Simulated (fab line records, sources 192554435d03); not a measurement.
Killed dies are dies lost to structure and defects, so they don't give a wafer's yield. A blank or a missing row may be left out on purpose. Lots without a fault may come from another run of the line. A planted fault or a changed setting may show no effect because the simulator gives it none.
Which tool did it? | flow n5_finfet | 12 lots, 31 wafers sampled, at 5 steps of a route of 1938

WHAT THE GAUGES READ, wafer by wafer
N5_BEOL_M4_RC_MEAS_101. Usual: DIBL_N 36.3 mV/V, standard deviation 1.9; DIBL_P 36.6 mV/V, standard deviation 2.4; IOFF_N 0.17 nA/um, standard deviation 0.037; IOFF_P 0.23 nA/um, standard deviation 0.04; ION_N 682 uA/um, standard deviation 14; ION_P 468 uA/um, standard deviation 8.6; SS_N 71.6 mV/dec, standard deviation 0.67; SS_P 73.4 mV/dec, standard deviation 0.71; VT_N 248 mV, standard deviation 3.3; VT_P -248.9 mV, standard deviation 2.9.
lot  | measured     | on        | DIBL_N (mV/V)  | DIBL_P (mV/V)  | IOFF_N (nA/um) | IOFF_P (nA/um) | ION_N (uA/um) | ION_P (uA/um) | SS_N (mV/dec)  | SS_P (mV/dec)  | VT_N (mV)   | VT_P (mV)            | flag
L130 | day 9 21:16  | prober-02 | 36.9 39.7 34.5 | 37.1 39.7 34.6 | 0.17 0.26 0.13 | 0.23 0.29 0.19 | 666 687 652   | 460 468 454   | 72.4 72.9 70.9 | 73.1 74.1 72.6 | 251 242 254 | -250.3 -244.7 -249.8 |
L129 | day 9 21:41  | prober-01 | 34.6 36.1 36.3 | 35.2 38.3 37.0 | 0.14 0.16 0.15 | 0.17 0.23 0.20 | 671 682 672   | 456 465 457   | 70.7 71.6 71.6 | 72.3 73.7 73.0 | 253 247 250 | -252.2 -250.2 -252.8 |
L131 | day 9 01:44  | prober-02 | 38.4 35.0 38.3 | 39.9 36.2 40.1 | 0.23 0.15 0.21 | 0.31 0.23 0.29 | 712 681 688   | 486 475 474   | 71.0 71.3 72.5 | 73.5 73.2 74.1 | 242 248 246 | -240.0 -247.9 -244.0 |
L133 | day 9 12:26  | prober-02 | 37.2 40.0 35.0 | 39.3 41.9 36.7 | 0.16 0.24 0.14 | 0.22 0.29 0.19 | 669 693 680   | 467 473 472   | 71.4 72.5 70.8 | 74.1 74.5 73.9 | 252 244 253 | -252.9 -247.4 -253.2 |
L137 | day 10 12:25 | prober-01 | 39.4 36.6      | 39.5 37.6      | 0.23 0.17      | 0.27 0.23      | 697 697       | 471 482       | 72.8 71.2      | 74.3 74.0      | 242 247     | -245.8 -247.9        |
L136 | day 10 16:01 | prober-01 | 37.8           | 40.0           | 0.22           | 0.29           | 693           | 478           | 72.8           | 73.8           | 246         | -247.6               |
L143 | day 13 06:04 | prober-02 | 36.3 35.1      | 37.2 35.8      | 0.18 0.15      | 0.20 0.18      | 693 676       | 471 455       | 70.9 71.2      | 74.6 73.4      | 245 251     | -252.2 -253.6        |
L146 | day 14 20:04 | prober-02 | 39.5 35.7 39.1 | 40.4 33.7 37.5 | 0.24 0.14 0.22 | 0.28 0.16 0.23 | 717 691 691   | 490 463 465   | 72.4 71.7 72.9 | 74.6 72.8 73.6 | 243 251 243 | -248.3 -255.1 -250.1 |
L148 | day 15 16:10 | prober-01 | 37.1 36.6 38.4 | 35.5 34.8 37.9 | 0.17 0.16 0.21 | 0.25 0.24 0.29 | 677 701 707   | 473 484 489   | 72.8 72.0 72.0 | 73.9 74.0 74.2 | 250 245 246 | -244.3 -246.2 -245.7 |
L147 | day 15 13:55 | prober-02 | 34.7 36.2 33.2 | 35.9 37.6 33.2 | 0.16 0.18 0.12 | 0.20 0.23 0.16 | 686 680 660   | 472 467 459   | 70.5 71.6 71.8 | 73.4 73.6 72.7 | 249 247 254 | -247.2 -247.7 -251.3 |
L149 | day 15 09:31 | prober-02 | 36.8 35.5      | 36.7 34.5      | 0.18 0.15      | 0.25 0.21      | 694 689       | 483 476       | 71.5 70.9      | 73.7 73.3      | 249 252     | -247.9 -248.4        |
L150 | day 15 20:26 | prober-02 | 33.8 36.8 36.8 | 34.9 37.7 37.2 | 0.16 0.21 0.22 | 0.20 0.24 0.24 | 699 699 698   | 479 474 472   | 70.9 71.7 71.5 | 73.0 74.2 73.2 | 246 246 242 | -250.3 -246.6 -250.8 |

WHICH TOOL RAN EACH LOT (tool, then ch and the chambers of the sampled wafers, then the start)
lot  | N5_BEOL_M2_ANNEAL_89         | N5_BEOL_M2_SPUTTER_92        | N5_BEOL_M2_CO_CAP_55            | N5_BEOL_M3_HM_DEP_02
L130 | pvd_sputter-03, day 7 12:56  | pvd_sputter-03, day 7 13:18  | cvd_co-01 ch 0,1, day 7 14:36   | pvd_sputter-03, day 7 16:22
L129 | pvd_sputter-02, day 7 13:00  | pvd_sputter-02, day 7 13:22  | cvd_co-02 ch 0,1,2, day 7 14:40 | pvd_sputter-03, day 7 16:28
L131 | pvd_sputter-02, day 7 16:55  | pvd_sputter-02, day 7 17:17  | cvd_co-01 ch 1,2, day 7 18:35   | pvd_sputter-02, day 7 19:41
L133 | pvd_sputter-02, day 7 23:34  | pvd_sputter-02, day 7 23:55  | cvd_co-01 ch 0,2, day 8 01:14   | pvd_sputter-01, day 8 02:25
L137 | pvd_sputter-02, day 9 01:55  | pvd_sputter-02, day 9 02:17  | cvd_co-01 ch 0,1, day 9 03:35   | pvd_sputter-02, day 9 03:59
L136 | pvd_sputter-01, day 9 02:13  | pvd_sputter-01, day 9 02:35  | cvd_co-01 ch 0, day 9 03:53     | pvd_sputter-01, day 9 06:46
L143 | pvd_sputter-01, day 10 18:16 | pvd_sputter-01, day 10 18:37 | cvd_co-02 ch 1, day 10 20:08    | pvd_sputter-02, day 10 23:29
L146 | pvd_sputter-02, day 12 11:01 | pvd_sputter-02, day 12 11:23 | cvd_co-02 ch 0,2, day 12 12:41  | pvd_sputter-02, day 12 16:06
L148 | pvd_sputter-01, day 12 16:41 | pvd_sputter-01, day 12 17:02 | cvd_co-01 ch 0,2, day 12 18:46  | pvd_sputter-03, day 12 21:32
L147 | pvd_sputter-03, day 12 20:33 | pvd_sputter-03, day 12 20:55 | cvd_co-01 ch 0,1, day 12 22:14  | pvd_sputter-01, day 12 23:25
L149 | pvd_sputter-01, day 13 02:40 | pvd_sputter-01, day 13 03:01 | cvd_co-01 ch 2, day 13 04:20    | pvd_sputter-02, day 13 07:05
L150 | pvd_sputter-02, day 14 03:37 | pvd_sputter-02, day 14 03:58 | cvd_co-01 ch 0,1, day 14 05:17  | pvd_sputter-01, day 14 06:07
- N5_BEOL_M2_ANNEAL_89: time 240 s.
- N5_BEOL_M2_SPUTTER_92: material Cu, target thk 4.5 nm, time 8.29 s.
- N5_BEOL_M2_CO_CAP_55: material Co, precursor CCTBA/H2, target thk 2 nm, time 102.1 s.
- N5_BEOL_M3_HM_DEP_02: deposits TiN, target thk 20 nm.

WHAT THE TOOLS THEMSELVES READ (means of the sampled wafers that have a number; where no wafer has one, the mark that the record gives instead)
N5_BEOL_M2_ANNEAL_89. Usual: heater_power_w 842 W, standard deviation 82.
lot  | tool           | heater_power_w (W) | flag
L130 | pvd_sputter-03 | 881                |
L129 | pvd_sputter-02 | 858                |
L131 | pvd_sputter-02 | 811                |
L133 | pvd_sputter-02 | 867                |
L137 | pvd_sputter-02 | 798                |
L136 | pvd_sputter-01 | 771                |
L143 | pvd_sputter-01 | 738                |
L146 | pvd_sputter-02 | 818                |
L148 | pvd_sputter-01 | 783                |
L147 | pvd_sputter-03 | 930                |
L149 | pvd_sputter-01 | 770                |
L150 | pvd_sputter-02 | 857                |

N5_BEOL_M2_SPUTTER_92. Usual: chuck_gas_flow_sccm 1.26 sccm, standard deviation 0.055; throttle_valve_pct 29.5 %, standard deviation 0.89.
lot  | tool           | chuck_gas_flow_sccm (sccm) | throttle_valve_pct (%) | flag
L130 | pvd_sputter-03 | 1.26                       | 29.6                   |
L129 | pvd_sputter-02 | 1.29                       | 29.7                   |
L131 | pvd_sputter-02 | 1.26                       | 28.9                   |
L133 | pvd_sputter-02 | 1.27                       | 29.1                   |
L137 | pvd_sputter-02 | 1.29                       | 29.7                   |
L136 | pvd_sputter-01 | 1.24                       | 29.8                   |
L143 | pvd_sputter-01 | 1.16                       | 29.8                   |
L146 | pvd_sputter-02 | 1.27                       | 30.0                   |
L148 | pvd_sputter-01 | 1.22                       | 29.8                   |
L147 | pvd_sputter-03 | 1.24                       | 30.0                   |
L149 | pvd_sputter-01 | 1.25                       | 29.9                   |
L150 | pvd_sputter-02 | 1.32                       | 29.9                   |

N5_BEOL_M2_CO_CAP_55. Usual: heater_power_w 224 W, standard deviation 19; run_length_s 124.9 s, standard deviation 0.72.
lot  | tool      | heater_power_w (W) | run_length_s (s) | flag
L130 | cvd_co-01 | 224                | 125.3            |
L129 | cvd_co-02 | 231                | 125.1            |
L131 | cvd_co-01 | 201                | 124.2            |
L133 | cvd_co-01 | 211                | 137.5            | OFF
L137 | cvd_co-01 | 231                | 163.8            | OFF
L136 | cvd_co-01 | 240                | 125.3            |
L143 | cvd_co-02 | 240                | 125.6            |
L146 | cvd_co-02 | 241                | 124.3            |
L148 | cvd_co-01 | 211                | 124.3            |
L147 | cvd_co-01 | 227                | 125.3            |
L149 | cvd_co-01 | 190                | 123.7            |
L150 | cvd_co-01 | 231                | 125.4            |

N5_BEOL_M3_HM_DEP_02. Usual: throttle_valve_pct 29.7 %, standard deviation 0.71.
lot  | tool           | throttle_valve_pct (%) | flag
L130 | pvd_sputter-03 | 29.6                   |
L129 | pvd_sputter-03 | 30.1                   |
L131 | pvd_sputter-02 | 29.3                   |
L133 | pvd_sputter-01 | 29.6                   |
L137 | pvd_sputter-02 | 30.1                   |
L136 | pvd_sputter-01 | 29.6                   |
L143 | pvd_sputter-02 | 29.5                   |
L146 | pvd_sputter-02 | 30.2                   |
L148 | pvd_sputter-03 | 30.1                   |
L147 | pvd_sputter-01 | 29.7                   |
L149 | pvd_sputter-02 | 28.8                   |
L150 | pvd_sputter-01 | 29.2                   |

THE ANSWER, worked out from the rows above alone
Rule: a lot is off if the mean of its wafers that have a number lies more than 3 standard deviations from the usual mean. A lot without any number at a reading at which 4 lots or more have one is off too. The other lots that the step has rows for count as sound. The gauges are gone through in route order, then the tools' own readings, and for those a lot's mean is taken as printed above. The first step at which some lot is off is used, and at that step the reading that is off furthest; a lot without a number counts as furthest.
Off: L133, L137, at N5_BEOL_M2_CO_CAP_55 (run_length_s).
A tool fits if, at that step or a process step before it, it ran every lot that is off, and no sound lot after the first of them. None of those tried fits.

WHAT THE SIMULATOR HAD PUT IN
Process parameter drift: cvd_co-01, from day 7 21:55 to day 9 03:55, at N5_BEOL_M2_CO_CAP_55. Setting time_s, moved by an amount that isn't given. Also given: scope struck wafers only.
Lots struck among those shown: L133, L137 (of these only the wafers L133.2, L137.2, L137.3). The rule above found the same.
